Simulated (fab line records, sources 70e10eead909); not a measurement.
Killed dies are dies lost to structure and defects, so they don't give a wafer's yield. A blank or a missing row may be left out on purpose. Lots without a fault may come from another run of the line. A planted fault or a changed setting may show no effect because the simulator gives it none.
fab line records | flow nand_harc | part 1 of 2: steps 1 to 4 of 6
record lots=19 wafers=57 last_day=33
route steps=1302 shown A_STAIRCASE@677
lots that met no fault: from a run of the same line without faults
start_h: hours from the record's first day to the start of the lot's first wafer shown | wait_h: hours since the lot's step before | " the same as in the row above | L1.1+2: a row that stands for several wafers | - no value, or no start given | * or withheld: withheld | < > ~ a bound
route shown NAME@n: a module of which the file shows steps, and the number in the route of the first | usual: mean/standard deviation of fault-free wafers | same: alike in all rows | chamber/n: place in a boat | sites: the reading at each site | _std_site: their standard deviation | _edge_site: outer sites' mean less inner sites' | radius_mm: how far each site lies from the wafer's centre | mask NAME#n: copy n | behind: the tool/chamber that last shaped the wafer | hold: why the lot was held/for how many hours/how that ended | device: the transistor (n, p or np) that didn't switch | end of line: the same wafers' tests at the end of the route | a step without rows: its recipe alone | killed: dies lost to structure and defects at the first sort, not the wafer's yield | map: a wafer's dies, x killed, . not, _ none there
set.NAME: the setting as run; set.NAME@STEP: as run at that earlier step | model.NAME: the simulator's own value behind a step, which no gauge read
steps of the route over a sample of lots; a table a step, a row a wafer
services: from which hour (start_h, from the record's first day; less than 0 if before it) a tool's chamber was out of use, for how many hours, and why
## steps
# step NHARC_A_STAIRCASE_TRIM_20
# recipe time_s=211.2 o2_flow_sccm=500 ar_flow_sccm=0 bias_w=0 chemistry=O2
# usual chamber_pressure_mTorr=60.00/0.064 drypump_motor_current_A=6.0/0.35 oes_product_au=0.999/0.0073 rf_vpp_V=57.8/0.87 showerhead_plenum_p_Torr=3.54/0.14 throttle_valve_pct=17.037/0.0085
# columns lot.wafer tool chamber start_h wait_h chamber_pressure_mTorr drypump_motor_current_A oes_product_au rf_hours_counter_h rf_vpp_V showerhead_plenum_p_Torr throttle_valve_pct
L074.2 rie_diel-02 1 352.04 0.1 59.93 5.5 0.993 44 56.5 3.75 17.040
L074.4 " 2 " " 59.95 6.6 0.993 40 58.5 3.64 17.032
L074.5 " 1 " " 60.01 5.5 1.000 - 60.0 3.75 17.032
L075.3 rie_diel-02 2 354.13 0.1 59.90 6.6 0.996 40 59.3 3.64 17.025
L075.2 " 0 " " 60.03 5.9 0.996 47 57.2 3.46 17.046
L075.6 " 1 " " 59.98 5.5 1.006 - 57.0 3.75 17.031
L076.1 rie_diel-02 2 374.21 0.2 60.02 6.6 1.000 49 57.9 3.63 17.017
L076.3 " 3 " " 59.94 5.9 0.989 52 56.9 3.31 17.044
L076.2 " 0 " " 59.99 6.0 0.993 57 58.1 3.45 17.044
L077.1 rie_diel-03 1 391.77 0.1 59.99 5.6 0.987 33 58.5 3.65 17.044
L077.2 " 3 " " 60.05 6.2 0.995 31 57.8 3.76 17.028
L077.5 " 1 " " 60.12 5.6 0.991 - 58.9 3.65 17.029
L079.4 rie_diel-08 1 408.28 0.1 60.00 5.7 1.013 9 57.5 3.44 17.063
L079.1 " 2 " " 59.96 6.2 1.003 11 57.2 3.58 17.033
L079.3 " 3 " " 60.03 6.0 0.999 12 58.4 3.74 17.042
L080.1 rie_diel-08 3 412.46 0.1 60.02 6.1 0.984 15 58.3 3.73 17.053
L080.3 " 1 " " 59.99 5.7 1.005 11 58.0 3.44 17.026
L080.5 " 3 " " 60.01 6.1 1.004 - 59.3 3.73 17.038
L083.4 rie_diel-08 1 434.19 0.1 60.05 5.7 0.996 17 58.6 3.43 17.037
L083.3 " 2 " " 60.12 6.2 1.001 21 58.3 3.57 17.029
L083.2 " 0 " " 60.01 6.4 0.996 18 58.3 3.45 17.050
L082.4 rie_diel-08 3 437.83 0.1 60.06 6.1 0.991 24 57.7 3.73 17.043
L082.3 " 0 " " 59.93 6.4 1.000 19 57.3 3.45 17.048
L082.6 " 3 " " 60.05 6.1 0.986 - 58.2 3.73 17.034
L086.3 rie_diel-02 0 466.60 0.2 59.99 5.9 1.004 20 57.2 3.44 17.047
L086.6 " 0 " " 60.02 5.9 1.003 - 59.7 3.44 17.041
L086.4 " 3 " " 60.11 5.9 0.987 - 55.9 3.30 17.053
L085.1 rie_diel-02 3 467.15 0.2 60.02 5.9 0.994 22 56.1 3.30 17.041
L085.6 " 3 " " 59.97 5.8 0.999 - 57.0 3.30 17.050
L085.4 " 0 " " 59.94 6.0 0.999 - 56.6 3.44 17.036
L087.3 rie_diel-03 1 476.15 0.1 60.14 5.6 1.001 1 56.9 3.64 17.031
L087.4 " 2 " " 60.10 6.5 0.994 4 56.9 3.38 17.033
L087.6 " 1 " " 60.03 5.6 1.001 - 57.7 3.64 17.035
L089.3 rie_diel-02 1 491.69 0.1 60.07 5.5 0.992 25 57.2 3.73 17.036
L089.5 " 1 " " 59.94 5.5 0.995 - 57.1 3.73 17.046
L089.6 " 2 " " 60.05 6.6 0.997 - 58.5 3.62 17.044
L088.2 rie_diel-08 3 492.01 0.1 59.93 6.1 1.000 42 57.9 3.72 17.035
L088.3 " 0 " " 59.96 6.4 1.007 38 59.5 3.44 17.027
L088.5 " 3 " " 59.93 6.1 1.001 - 58.4 3.72 17.038
L091.2 rie_diel-08 2 514.68 0.1 60.03 6.2 1.006 52 57.7 3.55 17.044
L091.6 " 0 " " 60.15 6.4 1.002 - 57.0 3.44 17.035
L091.5 " 1 " " 59.94 5.7 0.993 - 58.1 3.42 17.036
L090.2 rie_diel-08 2 515.04 0.1 59.96 6.2 1.011 52 56.8 3.55 17.035
L090.6 " 0 " " 60.10 6.4 1.008 - 56.8 3.43 17.043
L090.5 " 1 " " 60.12 5.7 0.990 - 57.5 3.42 17.033
L093.1 rie_diel-03 2 540.52 0.1 59.99 6.5 1.009 22 56.6 3.37 17.042
L093.2 " 0 " " 59.94 5.7 0.995 28 55.8 3.42 17.037
L093.5 " 3 " " 60.05 6.2 1.010 - 56.6 3.73 17.048
L095.4 rie_diel-08 1 560.37 0.1 60.02 5.7 0.998 1 56.7 3.42 17.029
L095.6 " 1 " " 60.02 5.7 0.988 - 56.9 3.42 17.028
L095.5 " 2 " " 60.05 6.2 0.995 - 58.4 3.55 17.054
L094.3 rie_diel-02 2 560.69 0.1 60.08 6.6 0.993 34 57.9 3.61 17.039
L094.1 " 3 " " 60.02 5.9 0.981 47 57.5 3.28 17.040
L094.5 " 2 " " 60.07 6.6 0.987 - 57.9 3.61 17.044
L097.3 rie_diel-03 2 574.23 0.1 60.09 6.4 1.006 34 57.2 3.36 17.036
L097.1 " 3 " " 60.08 6.2 1.012 38 57.3 3.72 17.036
L097.5 " 3 " " 59.96 6.2 1.010 - 58.8 3.72 17.035
# step NHARC_A_STAIRCASE_TRIM_187
# recipe time_s=211.2 o2_flow_sccm=500 ar_flow_sccm=0 bias_w=0 chemistry=O2
# usual chamber_pressure_mTorr=60.00/0.053 drypump_motor_current_A=6.0/0.34 oes_product_au=0.999/0.0074 rf_vpp_V=57.8/0.85 showerhead_plenum_p_Torr=3.54/0.14 throttle_valve_pct=17.036/0.0093
# columns lot.wafer tool chamber start_h wait_h chamber_pressure_mTorr drypump_motor_current_A oes_product_au rf_hours_counter_h rf_vpp_V showerhead_plenum_p_Torr throttle_valve_pct
L074.2 rie_diel-03 0 355.14 0.1 59.90 5.7 0.996 16 58.8 3.45 17.031
L074.4 " 3 " " 60.08 6.2 0.989 22 59.3 3.76 17.039
L074.5 " 1 " " 60.04 5.6 0.993 - 58.5 3.66 17.033
L075.2 rie_diel-08 1 356.87 0.1 59.99 5.6 0.995 52 58.5 3.45 17.050
L075.3 " 0 " " 60.01 6.4 1.001 48 58.4 3.46 17.036
L075.6 " 2 " " 60.04 6.2 1.012 - 58.7 3.58 17.038
L076.2 rie_diel-02 2 377.80 0.1 60.05 6.6 0.988 50 58.7 3.63 17.039
L076.3 " 3 " " 60.08 5.8 0.992 54 57.4 3.31 17.042
L076.1 " 0 " " 60.05 5.9 0.998 58 57.9 3.45 17.038
L077.1 rie_diel-03 1 394.64 0.1 60.07 5.6 0.993 34 56.9 3.65 17.046
L077.2 " 2 " " 60.04 6.4 0.991 33 57.9 3.40 17.037
L077.5 " 1 " " 59.97 5.6 0.993 - 59.3 3.65 17.036
L079.4 rie_diel-03 1 411.28 0.4 59.94 5.6 1.000 41 57.9 3.65 17.025
L079.1 " 2 " " 60.01 6.4 1.011 40 56.4 3.39 17.038
L079.3 " 0 " " 60.01 5.7 1.000 33 57.2 3.45 17.028
L080.3 rie_diel-03 0 415.59 0.1 59.98 5.7 0.981 35 56.6 3.44 17.044
L080.1 " 2 " " 60.01 6.5 1.000 42 57.6 3.39 17.055
L080.5 " 3 " " 59.94 6.2 0.986 - 58.4 3.75 17.036
L083.3 rie_diel-03 2 436.90 0.1 60.09 6.4 0.997 53 56.8 3.39 17.023
L083.2 " 3 " " 59.99 6.2 1.000 51 58.1 3.74 17.034
L083.4 " 0 " " 60.01 5.7 0.997 46 58.4 3.44 17.056
L082.3 rie_diel-02 3 440.55 0.1 60.01 5.9 1.000 14 58.3 3.30 17.040
L082.6 " 2 " " 59.98 6.6 0.978 - 58.1 3.62 17.036
L082.4 " 0 " " 60.01 5.9 1.004 - 59.4 3.44 17.042
L086.4 rie_diel-08 2 469.66 0.1 60.01 6.2 1.009 33 58.1 3.56 17.034
L086.3 " 3 " " 60.02 6.1 1.008 33 58.9 3.72 17.031
L086.6 " 1 " " 59.93 5.7 1.004 - 58.2 3.43 17.043
L085.1 rie_diel-03 3 470.10 0.1 59.98 6.2 1.006 1 57.3 3.74 17.040
L085.6 " 3 " " 59.97 6.2 1.013 - 59.4 3.74 17.023
L085.4 " 2 " " 60.04 6.5 0.994 - 58.9 3.38 17.020
L087.3 rie_diel-08 2 478.95 0.1 60.04 6.3 1.009 38 58.0 3.56 17.057
L087.4 " 3 " " 59.92 6.0 1.001 36 56.6 3.72 17.047
L087.6 " 1 " " 60.06 5.7 1.001 - 58.1 3.43 17.040
L089.3 rie_diel-02 0 494.22 0.1 60.02 5.9 0.997 34 57.7 3.43 17.030
L089.6 " 0 " " 60.04 6.0 1.006 - 57.0 3.43 17.034
L089.5 " 1 " " 60.09 5.5 0.995 - 58.1 3.73 17.038
L088.3 rie_diel-08 1 494.66 0.1 60.03 5.7 1.010 39 57.2 3.42 17.034
L088.2 " 3 " " 60.02 6.1 1.000 43 58.8 3.72 17.017
L088.5 " 2 " " 60.10 6.2 1.016 - 56.7 3.56 17.025
L091.2 rie_diel-03 0 517.54 0.1 59.98 5.7 0.994 23 57.6 3.42 17.035
L091.6 " 2 " " 60.11 6.4 0.996 - 56.0 3.37 17.014
L091.5 " 3 " " 60.06 6.2 1.003 - 57.6 3.73 17.042
L090.2 rie_diel-08 0 517.74 0.1 60.02 6.4 1.001 45 57.4 3.43 17.043
L090.5 " 0 " " 60.03 6.4 1.007 - 58.1 3.44 17.035
L090.6 " 1 " " 59.99 5.7 0.998 - 56.1 3.42 17.032
L093.2 rie_diel-03 1 550.78 0.1 60.01 5.6 1.005 29 57.1 3.62 17.023
L093.1 " 0 " " 59.95 5.7 1.003 33 58.2 3.42 17.035
L093.5 " 1 " " 59.97 5.6 1.000 - 58.1 3.62 17.046
L095.4 rie_diel-08 1 562.94 0.1 60.03 5.7 1.006 2 57.4 3.41 17.050
L095.6 " 3 " " 60.06 6.0 1.001 - 59.8 3.71 17.020
L095.5 " 0 " " 59.98 6.4 1.002 - 57.3 3.43 17.033
L094.1 rie_diel-03 0 563.37 0.1 59.97 5.7 0.989 40 57.0 3.41 17.037
L094.3 " 1 " " 59.89 5.6 0.996 33 58.0 3.62 17.032
L094.5 " 3 " " 59.93 6.2 1.001 - 58.8 3.72 17.027
L097.1 rie_diel-08 2 576.95 0.1 60.02 6.2 1.020 7 56.2 3.54 17.029
L097.3 " 3 " " 59.90 6.0 0.996 7 59.4 3.70 17.043
L097.5 " 2 " " 60.08 6.2 1.003 - 57.6 3.54 17.022
# step NHARC_A_STAIRCASE_TRIM_220
# recipe time_s=211.2 o2_flow_sccm=500 ar_flow_sccm=0 bias_w=0 chemistry=O2
# usual chamber_pressure_mTorr=60.00/0.049 drypump_motor_current_A=6.1/0.32 oes_product_au=1.000/0.0075 rf_vpp_V=57.8/0.95 showerhead_plenum_p_Torr=3.53/0.14 throttle_valve_pct=17.037/0.0092
# columns lot.wafer tool chamber start_h wait_h chamber_pressure_mTorr drypump_motor_current_A oes_product_au rf_hours_counter_h rf_vpp_V showerhead_plenum_p_Torr throttle_valve_pct
L074.4 rie_diel-08 1 358.73 0.1 60.01 5.7 1.012 53 56.8 3.45 17.028
L074.2 " 2 " " 60.10 6.2 1.007 56 57.6 3.58 17.054
L074.5 " 0 " " 59.95 6.4 1.007 - 59.1 3.46 17.032
L075.3 rie_diel-08 1 360.71 0.1 60.01 5.7 1.004 53 58.0 3.45 17.033
L075.2 " 3 " " 60.01 6.0 1.009 51 58.5 3.74 17.039
L075.6 " 1 " " 59.93 5.7 0.998 - 56.5 3.45 17.041
L076.2 rie_diel-08 2 381.62 0.2 60.06 6.2 1.015 0 56.8 3.58 17.043
L076.1 " 3 " " 60.08 6.1 1.008 0 57.4 3.74 17.044
L076.3 " 0 " " 60.07 6.4 0.998 1 58.2 3.46 17.029
L077.2 rie_diel-03 0 400.36 0.1 59.93 5.7 1.006 30 58.0 3.45 17.045
L077.1 " 3 " " 59.94 6.2 0.998 35 58.4 3.75 17.040
L077.5 " 1 " " 60.06 5.6 1.003 - 58.6 3.65 17.024
L079.1 rie_diel-02 1 416.51 0.1 60.01 5.5 1.001 3 58.3 3.75 17.031
L079.3 " 2 " " 60.01 6.6 1.007 5 59.0 3.63 17.022
L079.4 " 3 " " 60.01 5.9 0.998 5 58.2 3.31 17.042
L080.1 rie_diel-08 3 419.26 0.1 59.96 6.1 0.991 17 57.7 3.73 17.032
L080.3 " 2 " " 60.00 6.2 1.013 16 58.7 3.57 17.032
L080.5 " 0 " " 59.98 6.4 0.989 - 55.9 3.45 17.010
L083.3 rie_diel-03 3 441.31 0.1 60.05 6.2 0.990 52 59.5 3.74 17.030
L083.4 " 0 " " 59.96 5.7 0.986 47 56.2 3.44 17.049
L083.2 " 2 " " 60.02 6.5 0.986 54 57.6 3.39 17.022
L082.4 rie_diel-08 1 444.57 0.1 59.97 5.7 0.997 21 58.0 3.43 17.046
L082.3 " 2 " " 59.95 6.3 1.012 24 57.4 3.57 17.046
L082.6 " 0 " " 59.94 6.4 0.993 - 57.5 3.45 17.026
L086.3 rie_diel-03 2 473.53 0.2 60.04 6.5 1.000 3 57.6 3.38 17.037
L086.4 " 3 " " 60.02 6.2 1.012 - 57.5 3.74 17.026
L086.6 " 0 " " 60.03 5.7 0.993 - 57.0 3.43 17.030
L085.4 rie_diel-08 3 474.31 0.1 60.00 6.1 0.996 34 58.1 3.72 17.056
L085.1 " 0 " " 59.99 6.4 0.999 30 58.8 3.44 17.035
L085.6 " 1 " " 59.97 5.7 1.007 - 57.3 3.43 17.043
L087.3 rie_diel-08 0 483.98 0.1 60.01 6.4 0.995 34 55.6 3.44 17.040
L087.4 " 3 " " 60.01 6.1 1.009 39 58.2 3.72 17.040
L087.6 " 0 " " 60.06 6.4 0.998 - 57.4 3.44 17.031
L088.2 rie_diel-03 2 498.27 0.1 60.00 6.4 1.006 11 57.4 3.38 17.050
L088.3 " 0 " " 60.00 5.7 1.006 13 59.1 3.43 17.055
L088.5 " 1 " " 59.91 5.6 0.992 - 57.0 3.63 17.029
L089.3 rie_diel-02 2 498.66 0.2 60.07 6.6 0.998 17 56.7 3.62 17.032
L089.6 " 3 " " 59.98 5.9 0.992 - 56.2 3.29 17.037
L089.5 " 0 " " 60.00 5.9 1.008 - 57.7 3.43 17.028
L091.2 rie_diel-03 1 521.44 0.1 60.05 5.6 1.004 22 59.0 3.62 17.027
L091.5 " 2 " " 59.96 6.5 1.012 - 57.9 3.37 17.038
L091.6 " 3 " " 60.06 6.2 0.993 - 57.8 3.73 17.034
L090.2 rie_diel-03 1 521.78 0.1 59.96 5.6 0.999 23 59.3 3.62 17.037
L090.5 " 3 " " 59.95 6.2 1.002 - 59.1 3.73 17.029
L090.6 " 0 " " 60.02 5.7 0.996 - 57.1 3.42 17.027
L093.2 rie_diel-02 3 554.70 0.1 60.03 5.9 0.991 45 57.6 3.28 17.046
L093.1 " 0 " " 59.95 6.0 1.001 49 57.0 3.42 17.029
L093.5 " 2 " " 60.06 6.6 0.994 - 57.5 3.61 17.025
L095.4 rie_diel-08 2 566.65 0.1 60.07 6.2 1.013 3 57.5 3.55 17.041
L095.5 " 3 " " 59.95 6.1 0.996 - 59.4 3.71 17.039
L095.6 " 0 " " 59.95 6.4 0.995 - 57.8 3.43 17.024
L094.1 rie_diel-08 0 567.22 0.1 60.00 6.4 0.995 3 57.1 3.43 17.028
L094.3 " 1 " " 60.00 5.7 0.999 3 57.8 3.41 17.043
L094.5 " 3 " " 59.91 6.1 1.000 - 58.8 3.71 17.043
L097.3 rie_diel-08 0 581.72 0.1 60.02 6.5 0.994 8 57.0 3.43 17.039
L097.1 " 3 " " 59.96 6.1 0.998 9 57.2 3.70 17.048
L097.5 " 0 " " 59.97 6.4 0.996 - 59.1 3.43 17.038
# step NHARC_A_STAIRCASE_ETCH_221
# recipe target_depth_a=1000 time_s=40.5 ion_energy_ev=400 c4f8_flow_sccm=20 o2_flow_sccm=10 ar_flow_sccm=withheld rf_w=600 bias_w=1000 chemistry=C4F8/O2
# usual chamber_pressure_mTorr=25.001/0.023 oes_product_au=0.942/0.014 rf_vpp_V=896/5.1
# columns lot.wafer tool chamber start_h wait_h chamber_pressure_mTorr oes_product_au rf_hours_counter_h rf_vpp_V
L074.2 rie_diel-08 0 - - 25.054 0.963 49 894
L074.4 " 2 " " 24.991 0.970 56 898
L074.5 " 3 " " 25.028 0.964 - 903
L075.2 rie_diel-08 0 - - 24.954 0.963 49 892
L075.3 " 3 " " 25.005 0.961 51 904
L075.6 " 1 " " 24.988 0.951 - 892
L076.3 rie_diel-08 3 - - 25.000 0.947 0 902
L076.2 " 0 " " 24.997 0.945 1 893
L076.1 " 1 " " 24.986 0.939 1 892
L077.2 rie_diel-03 3 - - 24.998 0.942 35 902
L077.1 " 0 " " 25.000 0.937 30 893
L077.5 " 0 " " 25.004 0.934 - 893
L079.3 rie_diel-02 0 - - 25.024 0.945 3 893
L079.1 " 1 " " 25.025 0.938 4 904
L079.4 " 2 " " 25.000 0.940 5 899
L080.1 rie_diel-08 3 - - 24.976 0.947 17 902
L080.3 " 1 " " 24.999 0.950 12 894
L080.5 " 3 " " 25.019 0.960 - 904
L083.2 rie_diel-03 0 - - 24.978 0.931 47 892
L083.4 " 1 " " 24.947 0.932 55 898
L083.3 " 3 " " 25.027 0.929 53 904
L082.3 rie_diel-08 0 - - 25.001 0.944 21 893
L082.4 " 1 " " 25.025 0.944 21 893
L082.6 " 0 " " 25.016 0.940 - 893
L086.3 rie_diel-03 0 - - 25.004 0.914 3 891
L086.6 " 2 " " 24.991 0.928 - 891
L086.4 " 0 " " 24.973 0.924 - 893
L085.1 rie_diel-08 2 - - 25.020 0.960 35 898
L085.4 " 0 " " 24.999 0.950 30 893
L085.6 " 1 " " 25.014 0.952 - 893
L087.3 rie_diel-08 3 - - 25.009 0.945 39 904
L087.4 " 0 " " 24.974 0.939 34 892
L087.6 " 3 " " 25.021 0.951 - 902
L088.3 rie_diel-03 3 - - 25.040 0.948 10 905
L088.2 " 0 " " 25.031 0.967 13 892
L088.5 " 3 " " 25.013 0.955 - 902
L089.3 rie_diel-02 2 - - 25.001 0.931 17 897
L089.6 " 0 " " 25.014 0.938 - 892
L089.5 " 1 " " 25.033 0.934 - 904
L091.2 rie_diel-03 3 - - 25.055 0.943 17 903
L091.5 " 0 " " 25.013 0.941 - 891
L091.6 " 1 " " 24.978 0.938 - 898
L090.2 rie_diel-03 2 - - 25.006 0.939 19 890
L090.6 " 2 " " 24.974 0.938 - 889
L090.5 " 3 " " 24.965 0.921 - 902
L093.2 rie_diel-02 1 - - 24.985 0.919 42 901
L093.1 " 3 " " 24.990 0.917 45 887
L093.5 " 2 " " 24.994 0.925 - 899
L095.4 rie_diel-08 2 - - 25.028 0.942 3 896
L095.5 " 3 " " 25.021 0.933 - 903
L095.6 " 0 " " 25.036 0.935 - 892
L094.1 rie_diel-08 1 - - 24.988 0.943 3 891
L094.3 " 2 " " 25.014 0.944 3 896
L094.5 " 2 " " 25.005 0.952 - 897
L097.1 rie_diel-08 0 - - 24.990 0.941 8 892
L097.3 " 3 " " 25.055 0.949 9 901
L097.5 " 1 " " 24.984 0.946 - 891
